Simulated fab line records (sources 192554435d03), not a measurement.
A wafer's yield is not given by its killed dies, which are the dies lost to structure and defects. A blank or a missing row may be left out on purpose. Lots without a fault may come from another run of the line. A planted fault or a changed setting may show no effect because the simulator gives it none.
fab line records :: flow n5_finfet :: part 2 of 2: steps 18 to 25 of 25
record:
  lots: 5
  wafers: 15
  last_day: 16
route steps=1938 shown MOL_CONTACT_COAG@599
lots that met no fault: from a run of the same line without faults
start_h: the number of hours between the record's first day and the start of the first shown wafer of the lot :: wait_h: how many hours have passed since the lot's step before this one :: " identical to the entry in the row above :: L1.1+2: several wafers, shown together as one row :: - either no value or no given start :: * or withheld: withheld :: < > ~ a bound
route shown NAME@n: a module of which the file shows steps, and the number in the route of the first :: usual: average and standard deviation across the fault-free wafers :: same: alike in all rows :: chamber/n: place in a boat :: sites: each site's reading :: _std_site: how widely they spread, as a standard deviation :: _edge_site: inner sites' mean taken away from outer sites' mean :: radius_mm: how far each site lies from the wafer's centre :: mask NAME#n: copy n :: behind: tool/chamber where the wafer was last shaped :: hold: why the lot went on hold/how many hours it stayed there/how the hold came to an end :: device: whichever transistor did not switch (one of n, p or np) :: end of line: the route-end tests of the same wafers :: a step with no rows: only its recipe :: killed: not the wafer's yield, but the dies lost to structure and defects at the first sort :: map: a wafer's dies, marking killed ones x, the rest . and places with no die _
set.NAME: the setting the step ran with; set.NAME@STEP: the setting that earlier step ran with :: model.NAME: the simulator's own value behind a step, which no gauge read
a table for each step, a row for each wafer; lots at some steps of the route
services: from which hour (start_h, from the record's first day; less than 0 if before it) a tool's chamber was out of use, for how many hours, and why
== steps ==
step: N5_MOL_CONTACT_COAG_ETCH_124
recipe:
  chemistry: CH3F/O2
  target: SiNx
  target_depth_a: 65
  mask_material: SOC
  stop_on: SiOC
  over_etch_frac: 0.3
  ion_energy_ev: 120
  pressure_mtorr: 30
  source_w: 395
  bias_w: 73
  Ar_flow_sccm: 150
  CH3F_flow_sccm: 30
  O2_flow_sccm: 20
  ends: end_point
usual:
  drypump_motor_current_A: 5.9/0.48
  mfc_ar_sccm: 150.0/0.48
  oes_product_au: 0.67/0.075
  rf_vpp_V: 299/4.5
  showerhead_plenum_p_Torr: 1.97/0.065
  throttle_valve_pct: 16.34/0.27
lot.wafer: L074.2
tool: rie_diel-01
chamber: 3
start_h: 103.09
wait_h: 0.0
drypump_motor_current_A: 5.9
mfc_ar_sccm: 150.2
oes_product_au: 0.84
rf_hours_counter_h: 6
rf_vpp_V: 298
showerhead_plenum_p_Torr: 1.97
throttle_valve_pct: 15.84

lot.wafer: L074.4
tool: rie_diel-01
chamber: 2
start_h: 103.09
wait_h: 0.0
drypump_motor_current_A: 6.5
mfc_ar_sccm: 150.2
oes_product_au: 0.67
rf_hours_counter_h: -
rf_vpp_V: 297
showerhead_plenum_p_Torr: 1.92
throttle_valve_pct: 16.60

lot.wafer: L074.5
tool: rie_diel-01
chamber: 2
start_h: 103.09
wait_h: 0.0
drypump_motor_current_A: 6.6
mfc_ar_sccm: 150.3
oes_product_au: 0.67
rf_hours_counter_h: -
rf_vpp_V: 297
showerhead_plenum_p_Torr: 1.92
throttle_valve_pct: 16.60

lot.wafer: L075.1
tool: rie_diel-01
chamber: 3
start_h: 117.17
wait_h: 0.0
drypump_motor_current_A: 6.0
mfc_ar_sccm: 150.4
oes_product_au: 0.81
rf_hours_counter_h: 12
rf_vpp_V: 297
showerhead_plenum_p_Torr: 1.97
throttle_valve_pct: 15.84

lot.wafer: L075.3
tool: rie_diel-01
chamber: 2
start_h: 117.17
wait_h: 0.0
drypump_motor_current_A: 6.6
mfc_ar_sccm: 149.2
oes_product_au: 0.67
rf_hours_counter_h: 135
rf_vpp_V: 298
showerhead_plenum_p_Torr: 1.92
throttle_valve_pct: 16.60

lot.wafer: L075.5
tool: rie_diel-01
chamber: 3
start_h: 117.17
wait_h: 0.0
drypump_motor_current_A: 5.9
mfc_ar_sccm: 150.5
oes_product_au: 0.83
rf_hours_counter_h: -
rf_vpp_V: 297
showerhead_plenum_p_Torr: 1.97
throttle_valve_pct: 15.84

lot.wafer: L076.2
tool: rie_diel-03
chamber: 1
start_h: 119.03
wait_h: 0.0
drypump_motor_current_A: 5.2
mfc_ar_sccm: 150.3
oes_product_au: 0.60
rf_hours_counter_h: 232
rf_vpp_V: 299
showerhead_plenum_p_Torr: 2.06
throttle_valve_pct: 16.36

lot.wafer: L076.3
tool: rie_diel-03
chamber: 0
start_h: 119.03
wait_h: 0.0
drypump_motor_current_A: 5.7
mfc_ar_sccm: 149.7
oes_product_au: 0.60
rf_hours_counter_h: 205
rf_vpp_V: 297
showerhead_plenum_p_Torr: 1.91
throttle_valve_pct: 16.33

lot.wafer: L076.6
tool: rie_diel-03
chamber: 0
start_h: 119.03
wait_h: 0.0
drypump_motor_current_A: 5.7
mfc_ar_sccm: 149.6
oes_product_au: 0.60
rf_hours_counter_h: -
rf_vpp_V: 296
showerhead_plenum_p_Torr: 1.91
throttle_valve_pct: 16.33

lot.wafer: L078.2
tool: rie_diel-04
chamber: 3
start_h: 125.52
wait_h: 0.0
drypump_motor_current_A: 5.2
mfc_ar_sccm: 150.2
oes_product_au: 0.61
rf_hours_counter_h: 215
rf_vpp_V: 309
showerhead_plenum_p_Torr: 1.90
throttle_valve_pct: 16.22

lot.wafer: L078.5
tool: rie_diel-04
chamber: 1
start_h: 125.52
wait_h: 0.0
drypump_motor_current_A: 6.4
mfc_ar_sccm: 150.1
oes_product_au: 0.58
rf_hours_counter_h: -
rf_vpp_V: 305
showerhead_plenum_p_Torr: 2.06
throttle_valve_pct: 16.42

lot.wafer: L078.6
tool: rie_diel-04
chamber: 3
start_h: 125.52
wait_h: 0.0
drypump_motor_current_A: 5.2
mfc_ar_sccm: 149.5
oes_product_au: 0.61
rf_hours_counter_h: -
rf_vpp_V: 307
showerhead_plenum_p_Torr: 1.90
throttle_valve_pct: 16.24

lot.wafer: L081.2
tool: rie_diel-01
chamber: 0
start_h: 147.05
wait_h: 0.0
drypump_motor_current_A: 6.4
mfc_ar_sccm: 150.0
oes_product_au: 0.62
rf_hours_counter_h: 179
rf_vpp_V: 292
showerhead_plenum_p_Torr: 2.08
throttle_valve_pct: 16.61

lot.wafer: L081.5
tool: rie_diel-01
chamber: 2
start_h: 147.05
wait_h: 0.0
drypump_motor_current_A: 6.5
mfc_ar_sccm: 150.9
oes_product_au: 0.65
rf_hours_counter_h: -
rf_vpp_V: 297
showerhead_plenum_p_Torr: 1.91
throttle_valve_pct: 16.63

lot.wafer: L081.6
tool: rie_diel-01
chamber: 1
start_h: 147.05
wait_h: 0.0
drypump_motor_current_A: 5.7
mfc_ar_sccm: 149.5
oes_product_au: 0.79
rf_hours_counter_h: -
rf_vpp_V: 301
showerhead_plenum_p_Torr: 1.95
throttle_valve_pct: 16.25
step: N5_MOL_CONTACT_COAG_ETCH_48
recipe:
  chemistry: C4F6/O2
  target_depth_a: 150
  overetch_a: 45
  mask_material: SOC
  target: SiOC
  bias_w: 465
  pressure_mtorr: 10
  time_s: 17
  source_w: 335
  Ar_flow_sccm: 300
  C4F6_flow_sccm: 10
  O2_flow_sccm: 10
  ion_energy_ev: 576
usual:
  drypump_motor_current_A: 5.9/0.48
  mfc_ar_sccm: 300.0/0.92
  oes_product_au: 0.66/0.077
  rf_vpp_V: 1595/22
  showerhead_plenum_p_Torr: 2.80/0.09
  throttle_valve_pct: 40.6/0.4
lot.wafer: L074.2
tool: rie_diel-01
chamber: 3
start_h: 103.15
wait_h: 0.0
drypump_motor_current_A: 5.9
mfc_ar_sccm: 301.4
oes_product_au: 0.79
rf_hours_counter_h: 6
rf_vpp_V: 1588
showerhead_plenum_p_Torr: 2.80
throttle_valve_pct: 40.3

lot.wafer: L074.4
tool: rie_diel-01
chamber: 2
start_h: 103.15
wait_h: 0.0
drypump_motor_current_A: 6.6
mfc_ar_sccm: 301.5
oes_product_au: 0.66
rf_hours_counter_h: -
rf_vpp_V: 1585
showerhead_plenum_p_Torr: 2.73
throttle_valve_pct: 40.9

lot.wafer: L074.5
tool: rie_diel-01
chamber: 2
start_h: 103.15
wait_h: 0.0
drypump_motor_current_A: 6.6
mfc_ar_sccm: 301.2
oes_product_au: 0.66
rf_hours_counter_h: -
rf_vpp_V: 1584
showerhead_plenum_p_Torr: 2.73
throttle_valve_pct: 40.9

lot.wafer: L075.1
tool: rie_diel-01
chamber: 3
start_h: 117.21
wait_h: 0.0
drypump_motor_current_A: 5.9
mfc_ar_sccm: 300.2
oes_product_au: 0.83
rf_hours_counter_h: 12
rf_vpp_V: 1587
showerhead_plenum_p_Torr: 2.80
throttle_valve_pct: 40.4

lot.wafer: L075.3
tool: rie_diel-01
chamber: 2
start_h: 117.21
wait_h: 0.0
drypump_motor_current_A: 6.6
mfc_ar_sccm: 300.2
oes_product_au: 0.61
rf_hours_counter_h: 135
rf_vpp_V: 1585
showerhead_plenum_p_Torr: 2.72
throttle_valve_pct: 40.9

lot.wafer: L075.5
tool: rie_diel-01
chamber: 3
start_h: 117.21
wait_h: 0.0
drypump_motor_current_A: 5.9
mfc_ar_sccm: 299.5
oes_product_au: 0.84
rf_hours_counter_h: -
rf_vpp_V: 1586
showerhead_plenum_p_Torr: 2.80
throttle_valve_pct: 40.4

lot.wafer: L076.2
tool: rie_diel-03
chamber: 1
start_h: 119.07
wait_h: 0.0
drypump_motor_current_A: 5.2
mfc_ar_sccm: 300.2
oes_product_au: 0.55
rf_hours_counter_h: 232
rf_vpp_V: 1598
showerhead_plenum_p_Torr: 2.92
throttle_valve_pct: 40.7

lot.wafer: L076.3
tool: rie_diel-03
chamber: 0
start_h: 119.07
wait_h: 0.0
drypump_motor_current_A: 5.7
mfc_ar_sccm: 299.3
oes_product_au: 0.58
rf_hours_counter_h: 205
rf_vpp_V: 1590
showerhead_plenum_p_Torr: 2.71
throttle_valve_pct: 40.8

lot.wafer: L076.6
tool: rie_diel-03
chamber: 0
start_h: 119.07
wait_h: 0.0
drypump_motor_current_A: 5.7
mfc_ar_sccm: 299.5
oes_product_au: 0.56
rf_hours_counter_h: -
rf_vpp_V: 1590
showerhead_plenum_p_Torr: 2.71
throttle_valve_pct: 40.7

lot.wafer: L078.2
tool: rie_diel-04
chamber: 3
start_h: 125.56
wait_h: 0.0
drypump_motor_current_A: 5.2
mfc_ar_sccm: 299.0
oes_product_au: 0.64
rf_hours_counter_h: 215
rf_vpp_V: 1638
showerhead_plenum_p_Torr: 2.70
throttle_valve_pct: 40.3

lot.wafer: L078.5
tool: rie_diel-04
chamber: 1
start_h: 125.56
wait_h: 0.0
drypump_motor_current_A: 6.4
mfc_ar_sccm: 300.5
oes_product_au: 0.57
rf_hours_counter_h: -
rf_vpp_V: 1628
showerhead_plenum_p_Torr: 2.93
throttle_valve_pct: 40.9

lot.wafer: L078.6
tool: rie_diel-04
chamber: 3
start_h: 125.56
wait_h: 0.0
drypump_motor_current_A: 5.2
mfc_ar_sccm: 298.8
oes_product_au: 0.58
rf_hours_counter_h: -
rf_vpp_V: 1637
showerhead_plenum_p_Torr: 2.70
throttle_valve_pct: 40.2

lot.wafer: L081.2
tool: rie_diel-01
chamber: 0
start_h: 147.09
wait_h: 0.0
drypump_motor_current_A: 6.4
mfc_ar_sccm: 300.3
oes_product_au: 0.64
rf_hours_counter_h: 179
rf_vpp_V: 1561
showerhead_plenum_p_Torr: 2.95
throttle_valve_pct: 41.2

lot.wafer: L081.5
tool: rie_diel-01
chamber: 2
start_h: 147.09
wait_h: 0.0
drypump_motor_current_A: 6.6
mfc_ar_sccm: 298.4
oes_product_au: 0.68
rf_hours_counter_h: -
rf_vpp_V: 1585
showerhead_plenum_p_Torr: 2.72
throttle_valve_pct: 40.9

lot.wafer: L081.6
tool: rie_diel-01
chamber: 1
start_h: 147.09
wait_h: 0.0
drypump_motor_current_A: 5.7
mfc_ar_sccm: 300.0
oes_product_au: 0.85
rf_hours_counter_h: -
rf_vpp_V: 1600
showerhead_plenum_p_Torr: 2.77
throttle_valve_pct: 40.3
step: N5_MOL_CONTACT_COAG_STRIP_72
recipe:
  chemistry: N2/H2
  power_w: 450
  temp_c: 40
  pressure_mtorr: 20
  rf_frequency_hz: 6e+07
  overash_fraction: 3
  bias_power_w: 7
  h2_frac: 0.5
  n2_flow_sccm: 200
  h2_flow_sccm: 200
usual:
  drypump_motor_current_A: 5.9/0.48
  oes_product_au: 0.79/0.1
  rf_vpp_V: 59.0/2.2
  showerhead_plenum_p_Torr: 2.50/0.081
  throttle_valve_pct: 23.7/0.42
lot.wafer: L074.2
tool: rie_diel-01
chamber: 3
start_h: 103.24
wait_h: 0.1
drypump_motor_current_A: 5.9
oes_product_au: 1.03
rf_hours_counter_h: 6
rf_vpp_V: 53.6
showerhead_plenum_p_Torr: 2.47
throttle_valve_pct: 22.9

lot.wafer: L074.4
tool: rie_diel-01
chamber: 2
start_h: 103.24
wait_h: 0.1
drypump_motor_current_A: 6.5
oes_product_au: 0.79
rf_hours_counter_h: -
rf_vpp_V: 58.2
showerhead_plenum_p_Torr: 2.44
throttle_valve_pct: 24.2

lot.wafer: L074.5
tool: rie_diel-01
chamber: 2
start_h: 103.24
wait_h: 0.1
drypump_motor_current_A: 6.6
oes_product_au: 0.78
rf_hours_counter_h: -
rf_vpp_V: 55.1
showerhead_plenum_p_Torr: 2.44
throttle_valve_pct: 24.2

lot.wafer: L075.1
tool: rie_diel-01
chamber: 3
start_h: 117.26
wait_h: 0.0
drypump_motor_current_A: 6.0
oes_product_au: 1.00
rf_hours_counter_h: 12
rf_vpp_V: 57.9
showerhead_plenum_p_Torr: 2.47
throttle_valve_pct: 22.9

lot.wafer: L075.3
tool: rie_diel-01
chamber: 2
start_h: 117.26
wait_h: 0.0
drypump_motor_current_A: 6.6
oes_product_au: 0.80
rf_hours_counter_h: 135
rf_vpp_V: 60.8
showerhead_plenum_p_Torr: 2.44
throttle_valve_pct: 24.2

lot.wafer: L075.5
tool: rie_diel-01
chamber: 3
start_h: 117.26
wait_h: 0.0
drypump_motor_current_A: 6.0
oes_product_au: 0.99
rf_hours_counter_h: -
rf_vpp_V: 59.7
showerhead_plenum_p_Torr: 2.47
throttle_valve_pct: 22.9

lot.wafer: L076.2
tool: rie_diel-03
chamber: 1
start_h: 119.13
wait_h: 0.0
drypump_motor_current_A: 5.2
oes_product_au: 0.69
rf_hours_counter_h: 232
rf_vpp_V: 62.3
showerhead_plenum_p_Torr: 2.62
throttle_valve_pct: 23.7

lot.wafer: L076.3
tool: rie_diel-03
chamber: 0
start_h: 119.13
wait_h: 0.0
drypump_motor_current_A: 5.7
oes_product_au: 0.68
rf_hours_counter_h: 205
rf_vpp_V: 59.8
showerhead_plenum_p_Torr: 2.43
throttle_valve_pct: 23.8

lot.wafer: L076.6
tool: rie_diel-03
chamber: 0
start_h: 119.13
wait_h: 0.0
drypump_motor_current_A: 5.7
oes_product_au: 0.70
rf_hours_counter_h: -
rf_vpp_V: 61.1
showerhead_plenum_p_Torr: 2.43
throttle_valve_pct: 23.8

lot.wafer: L078.2
tool: rie_diel-04
chamber: 3
start_h: 125.62
wait_h: 0.0
drypump_motor_current_A: 5.2
oes_product_au: 0.72
rf_hours_counter_h: 215
rf_vpp_V: 59.3
showerhead_plenum_p_Torr: 2.40
throttle_valve_pct: 23.3

lot.wafer: L078.5
tool: rie_diel-04
chamber: 1
start_h: 125.62
wait_h: 0.0
drypump_motor_current_A: 6.4
oes_product_au: 0.67
rf_hours_counter_h: -
rf_vpp_V: 59.8
showerhead_plenum_p_Torr: 2.62
throttle_valve_pct: 23.8

lot.wafer: L078.6
tool: rie_diel-04
chamber: 3
start_h: 125.62
wait_h: 0.0
drypump_motor_current_A: 5.2
oes_product_au: 0.71
rf_hours_counter_h: -
rf_vpp_V: 57.4
showerhead_plenum_p_Torr: 2.40
throttle_valve_pct: 23.3

lot.wafer: L081.2
tool: rie_diel-01
chamber: 0
start_h: 147.14
wait_h: 0.0
drypump_motor_current_A: 6.4
oes_product_au: 0.73
rf_hours_counter_h: 179
rf_vpp_V: 60.1
showerhead_plenum_p_Torr: 2.62
throttle_valve_pct: 23.8

lot.wafer: L081.5
tool: rie_diel-01
chamber: 2
start_h: 147.14
wait_h: 0.0
drypump_motor_current_A: 6.5
oes_product_au: 0.77
rf_hours_counter_h: -
rf_vpp_V: 58.0
showerhead_plenum_p_Torr: 2.43
throttle_valve_pct: 24.3

lot.wafer: L081.6
tool: rie_diel-01
chamber: 1
start_h: 147.14
wait_h: 0.0
drypump_motor_current_A: 5.8
oes_product_au: 0.93
rf_hours_counter_h: -
rf_vpp_V: 57.0
showerhead_plenum_p_Torr: 2.49
throttle_valve_pct: 23.5
step: N5_MOL_CONTACT_COAG_STRIP_49
recipe:
  chemistry: N2/H2
  time_s: 30
  power_w: 1000
  temp_c: 250
  pressure_mtorr: withheld
  n2_flow_sccm: 1750
  h2_flow_sccm: 3250
usual:
  drypump_motor_current_A: 5.89/0.18
  heater_power_w: 330/29
lot.wafer: L074.2
tool: plasma_asher-01
chamber: 0
start_h: 103.42
wait_h: -
drypump_motor_current_A: 6.02
heater_power_w: 344
rf_hours_counter_h: 41

lot.wafer: L074.4
tool: plasma_asher-01
chamber: 1
start_h: 103.42
wait_h: -
drypump_motor_current_A: 5.75
heater_power_w: 310
rf_hours_counter_h: -

lot.wafer: L074.5
tool: plasma_asher-01
chamber: 1
start_h: 103.42
wait_h: -
drypump_motor_current_A: 5.77
heater_power_w: 312
rf_hours_counter_h: -

lot.wafer: L075.1
tool: plasma_asher-01
chamber: 0
start_h: 117.34
wait_h: -
drypump_motor_current_A: 6.01
heater_power_w: 354
rf_hours_counter_h: 43

lot.wafer: L075.3
tool: plasma_asher-01
chamber: 0
start_h: 117.34
wait_h: -
drypump_motor_current_A: 6.03
heater_power_w: 348
rf_hours_counter_h: -

lot.wafer: L075.5
tool: plasma_asher-01
chamber: 0
start_h: 117.34
wait_h: -
drypump_motor_current_A: 6.02
heater_power_w: 343
rf_hours_counter_h: -

lot.wafer: L076.2
tool: plasma_asher-02
chamber: 0
start_h: 119.21
wait_h: -
drypump_motor_current_A: 6.14
heater_power_w: 300
rf_hours_counter_h: 86

lot.wafer: L076.3
tool: plasma_asher-02
chamber: 0
start_h: 119.21
wait_h: -
drypump_motor_current_A: 6.11
heater_power_w: 306
rf_hours_counter_h: -

lot.wafer: L076.6
tool: plasma_asher-02
chamber: 0
start_h: 119.21
wait_h: -
drypump_motor_current_A: 6.15
heater_power_w: 308
rf_hours_counter_h: -

lot.wafer: L078.2
tool: plasma_asher-02
chamber: 0
start_h: 125.70
wait_h: -
drypump_motor_current_A: 6.12
heater_power_w: 307
rf_hours_counter_h: 87

lot.wafer: L078.5
tool: plasma_asher-02
chamber: 1
start_h: 125.70
wait_h: -
drypump_motor_current_A: 5.62
heater_power_w: 373
rf_hours_counter_h: -

lot.wafer: L078.6
tool: plasma_asher-02
chamber: 0
start_h: 125.70
wait_h: -
drypump_motor_current_A: 6.13
heater_power_w: 309
rf_hours_counter_h: -

lot.wafer: L081.2
tool: plasma_asher-01
chamber: 1
start_h: 147.48
wait_h: -
drypump_motor_current_A: 5.79
heater_power_w: 297
rf_hours_counter_h: 50

lot.wafer: L081.5
tool: plasma_asher-01
chamber: 0
start_h: 147.48
wait_h: -
drypump_motor_current_A: 6.03
heater_power_w: 351
rf_hours_counter_h: -

lot.wafer: L081.6
tool: plasma_asher-01
chamber: 1
start_h: 147.48
wait_h: -
drypump_motor_current_A: 5.77
heater_power_w: 300
rf_hours_counter_h: -
step: N5_MOL_CONTACT_COAG_PRECLEAN_138
recipe:
  chemistry: alkaline_clean
  temp_c: 60
  time_s: 60
  do_ppb: 50
usual:
  do_ppb: 50.0/0.49
lot.wafer: L074.2
tool: wet_bench-04
chamber: 0
start_h: 103.51
wait_h: 0.1
do_ppb: 50.4

lot.wafer: L074.4
tool: wet_bench-04
chamber: 5
start_h: 103.51
wait_h: 0.1
do_ppb: 50.6

lot.wafer: L074.5
tool: wet_bench-04
chamber: 1
start_h: 103.51
wait_h: 0.1
do_ppb: 50.0

lot.wafer: L075.1
tool: wet_bench-01
chamber: 3
start_h: 117.43
wait_h: 0.1
do_ppb: 50.1

lot.wafer: L075.3
tool: wet_bench-01
chamber: 7
start_h: 117.43
wait_h: 0.1
do_ppb: 49.6

lot.wafer: L075.5
tool: wet_bench-01
chamber: 1
start_h: 117.43
wait_h: 0.1
do_ppb: 50.7

lot.wafer: L076.2
tool: wet_bench-04
chamber: 3
start_h: 119.30
wait_h: 0.1
do_ppb: 50.1

lot.wafer: L076.3
tool: wet_bench-04
chamber: 2
start_h: 119.30
wait_h: 0.1
do_ppb: 49.9

lot.wafer: L076.6
tool: wet_bench-04
chamber: 6
start_h: 119.30
wait_h: 0.1
do_ppb: 51.2

lot.wafer: L078.2
tool: wet_bench-01
chamber: 5
start_h: 125.78
wait_h: 0.1
do_ppb: 49.9

lot.wafer: L078.5
tool: wet_bench-01
chamber: 1
start_h: 125.78
wait_h: 0.1
do_ppb: 50.6

lot.wafer: L078.6
tool: wet_bench-01
chamber: 0
start_h: 125.78
wait_h: 0.1
do_ppb: 50.0

lot.wafer: L081.2
tool: wet_bench-01
chamber: 4
start_h: 147.57
wait_h: 0.1
do_ppb: 49.9

lot.wafer: L081.5
tool: wet_bench-01
chamber: 1
start_h: 147.57
wait_h: 0.1
do_ppb: 50.8

lot.wafer: L081.6
tool: wet_bench-01
chamber: 5
start_h: 147.57
wait_h: 0.1
do_ppb: 49.9
step: N5_MOL_CONTACT_COAG_SRD_139
recipe:
  dry: ipa_marangoni
  time_s: 30
  temp_c: 23
  rinse_liquid: diw
lot.wafer: L074.2+4+5
tool: wet_bench-04
chamber: 0,5,1
start_h: 103.53
wait_h: 0.0

lot.wafer: L075.1+3+5
tool: wet_bench-01
chamber: 3,7,1
start_h: 117.47
wait_h: 0.0

lot.wafer: L076.2+3+6
tool: wet_bench-04
chamber: 3,2,6
start_h: 119.32
wait_h: 0.0

lot.wafer: L078.2+5+6
tool: wet_bench-01
chamber: 5,1,0
start_h: 125.80
wait_h: 0.0

lot.wafer: L081.2+5+6
tool: wet_bench-01
chamber: 4,1,5
start_h: 147.59
wait_h: 0.0
step: N5_MOL_CONTACT_COAG_CD_MEAS_101
recipe:
  target_cd_nm: 16
usual:
  cd_nm: 15.9/0.34
lot.wafer: L074.2
tool: cd_sem-03
chamber: -
start_h: 103.57
wait_h: 0.0
cd_nm: 16.1

lot.wafer: L074.4
tool: cd_sem-03
chamber: -
start_h: 103.57
wait_h: 0.0
cd_nm: 16.0

lot.wafer: L074.5
tool: cd_sem-03
chamber: -
start_h: 103.57
wait_h: 0.0
cd_nm: 15.9

lot.wafer: L075.1
tool: cd_sem-01
chamber: -
start_h: 117.53
wait_h: 0.0
cd_nm: 16.4

lot.wafer: L075.3
tool: cd_sem-01
chamber: -
start_h: 117.53
wait_h: 0.0
cd_nm: 15.9

lot.wafer: L075.5
tool: cd_sem-01
chamber: -
start_h: 117.53
wait_h: 0.0
cd_nm: 15.5

lot.wafer: L076.2
tool: cd_sem-01
chamber: -
start_h: 119.36
wait_h: 0.0
cd_nm: 15.2

lot.wafer: L076.3
tool: cd_sem-01
chamber: -
start_h: 119.36
wait_h: 0.0
cd_nm: 15.8

lot.wafer: L076.6
tool: cd_sem-01
chamber: -
start_h: 119.36
wait_h: 0.0
cd_nm: 16.1

lot.wafer: L078.2
tool: cd_sem-01
chamber: -
start_h: 125.85
wait_h: 0.0
cd_nm: 16.3

lot.wafer: L078.5
tool: cd_sem-01
chamber: -
start_h: 125.85
wait_h: 0.0
cd_nm: 16.1

lot.wafer: L078.6
tool: cd_sem-01
chamber: -
start_h: 125.85
wait_h: 0.0
cd_nm: 16.4

lot.wafer: L081.2
tool: cd_sem-03
chamber: -
start_h: 147.64
wait_h: 0.0
cd_nm: 16.2

lot.wafer: L081.5
tool: cd_sem-03
chamber: -
start_h: 147.64
wait_h: 0.0
cd_nm: 16.4

lot.wafer: L081.6
tool: cd_sem-03
chamber: -
start_h: 147.64
wait_h: 0.0
cd_nm: 16.0
step: N5_MOL_CONTACT_COAG_PRE_CLEAN_121
recipe:
  gas: H2/He
  time_s: *
  temp_c: withheld
lot.wafer: L074.2+4+5
tool: cvd_w-02
chamber: 0,1,0
start_h: 103.61
wait_h: 0.0

lot.wafer: L075.1+3+5
tool: cvd_w-02
chamber: 0,1,1
start_h: 117.57
wait_h: 0.0

lot.wafer: L076.2+3+6
tool: cvd_w-02
chamber: 0,1,0
start_h: 119.40
wait_h: 0.0

lot.wafer: L078.2+5+6
tool: cvd_w-01
chamber: 0,1,0
start_h: 125.89
wait_h: 0.0

lot.wafer: L081.2+5+6
tool: cvd_w-01
chamber: 1,0,1
start_h: 147.68
wait_h: 0.0
== services ==
tool: ald_sin-02
chamber: 0
start_h: 78.91
hours: 3.3
kind: repair

tool: ald_sin-01
chamber: -
start_h: 85.61
hours: 14.0
kind: pm

tool: ald_sin-01
chamber: 0
start_h: 85.61
hours: 14.0
kind: vent_cycle

tool: ald_sin-01
chamber: 1
start_h: 85.61
hours: 14.0
kind: vent_cycle

tool: ald_sin-01
chamber: 2
start_h: 85.61
hours: 14.0
kind: vent_cycle

tool: ald_sin-01
chamber: 3
start_h: 85.61
hours: 14.0
kind: vent_cycle

tool: rie_diel-03
chamber: 3
start_h: 86.91
hours: 5.4
kind: repair

tool: rie_diel-01
chamber: 1
start_h: 89.16
hours: -
kind: clean

tool: rie_diel-01
chamber: 1
start_h: 89.16
hours: -
kind: consumable_replace:focus_ring

tool: rie_diel-01
chamber: 1
start_h: 89.16
hours: 14.5
kind: scheduled_down

tool: rie_diel-01
chamber: 1
start_h: 89.16
hours: 14.5
kind: vent_cycle

tool: ald_sin-01
chamber: 0
start_h: 99.61
hours: -
kind: clean

tool: ald_sin-01
chamber: 1
start_h: 99.61
hours: -
kind: clean

tool: ald_sin-01
chamber: 2
start_h: 99.61
hours: -
kind: clean

tool: ald_sin-01
chamber: 3
start_h: 99.61
hours: -
kind: clean

tool: rie_diel-01
chamber: 0
start_h: 100.51
hours: 13.7
kind: repair

tool: euv_scanner-01
chamber: -
start_h: 100.83
hours: 1.0
kind: pm

tool: cvd_w-01
chamber: -
start_h: 102.18
hours: 5.4
kind: repair

tool: rie_diel-04
chamber: 2
start_h: 110.41
hours: 45.9
kind: repair

tool: rie_diel-04
chamber: -
start_h: 115.75
hours: 0.4
kind: repair

tool: euv_scanner-02
chamber: -
start_h: 119.53
hours: 1.0
kind: pm

tool: cvd_w-02
chamber: -
start_h: 123.85
hours: 0.4
kind: repair

tool: cvd_w-01
chamber: -
start_h: 133.92
hours: 4.0
kind: repair

tool: plasma_asher-02
chamber: -
start_h: 140.98
hours: 21.8
kind: repair
